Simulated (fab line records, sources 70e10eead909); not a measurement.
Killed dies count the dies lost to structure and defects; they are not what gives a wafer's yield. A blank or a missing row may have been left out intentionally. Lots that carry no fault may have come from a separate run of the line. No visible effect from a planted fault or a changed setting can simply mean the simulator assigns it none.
Which of the tools did it? -- flow nand-harc -- 6 lots, 18 wafers sampled, at 5 steps of a route of 1159

WHAT THE GAUGES SHOWED, per wafer
NHARC_END_SORT_01.
lot,measured,on,killed-at-array
L506,day 23 07:10,prober-02,674 675 676

WHAT TOOL EACH LOT RAN ON (gives the tool, then ch and the chambers of the sampled wafers, and finally the start)
lot,NHARC_A_CONTACT_DEP_58,NHARC_A_CONTACT_ETCH_77,NHARC_A_CONTACT_ETCH_124,NHARC_A_CONTACT_ETCH_130
L497,"pecvd-02 ch 1,2, day 17 13:42","rie-diel-04 ch 0,1,3, day 17 15:56 or earlier","har-cap-etch-02 ch 0,1, day 17 15:56","har-cap-etch-02 ch 0,1, day 17 16:50"
L499,"pecvd-03 ch 0,2, day 18 21:08","rie-diel-07 ch 0,1,3, day 18 23:08 or earlier","har-cap-etch-03 ch 0,1, day 18 23:08","har-cap-etch-03 ch 0,1, day 19 00:02"
L506,"pecvd-02 ch 0,1, day 20 10:02","rie-diel-07 ch 1,2,3, day 20 12:05 or earlier","har-cap-etch-03 ch 1, day 20 12:05","har-cap-etch-03 ch 1, day 20 13:17"
L510,"pecvd-04 ch 0,2, day 21 01:40","rie-diel-05 ch 0,2,3, day 21 03:37 or earlier","har-cap-etch-01 ch 0,1, day 21 03:37","har-cap-etch-01 ch 0,1, day 21 04:31"
L512,"pecvd-02 ch 1,2, day 21 16:27","rie-diel-04 ch 0,3, day 21 18:36 or earlier","har-cap-etch-03 ch 0,1, day 21 18:36","har-cap-etch-03 ch 0,1, day 21 19:31"
L515,"pecvd-04 ch 1,2, day 22 11:35","rie-diel-05 ch 0,1, day 22 13:52 or earlier","har-cap-etch-03 ch 0,1, day 22 13:52","har-cap-etch-03 ch 0,1, day 22 14:46"
- NHARC_A_CONTACT_DEP_58: deposits SiON, target thk 60 nm.
- NHARC_A_CONTACT_ETCH_77: etches the open film in CF4/CHF3, target depth 72.6 nm, time 36.3 s.
- NHARC_A_CONTACT_ETCH_124: etches the open film in C4F8/O2/Ar, time 140 s, target depth 700 nm.
- NHARC_A_CONTACT_ETCH_130: etches the open film in C4F8/O2/Ar, time 155 s, target depth 956 nm.

THE ANSWER, worked out from the rows above alone
Rule: the lots themselves supply what counts as usual. The widest of any qualifying gaps counts: lots, ordered by their means at a reading, are off when they make up no more than a third of the lots, leave a main group of 4 or more, and stand apart from it by 3 or more times the standard deviation of that group's means. The tables above print the reading to a certain number of digits; a main group whose means all agree to those digits is not used. A lot without any number at a reading at which 4 lots or more have one is off too. Where the step has rows for the other lots, those lots are counted as sound.
No lot is off at any reading shown: from this, nothing can be told.

WHAT WAS PUT IN BY THE SIMULATOR
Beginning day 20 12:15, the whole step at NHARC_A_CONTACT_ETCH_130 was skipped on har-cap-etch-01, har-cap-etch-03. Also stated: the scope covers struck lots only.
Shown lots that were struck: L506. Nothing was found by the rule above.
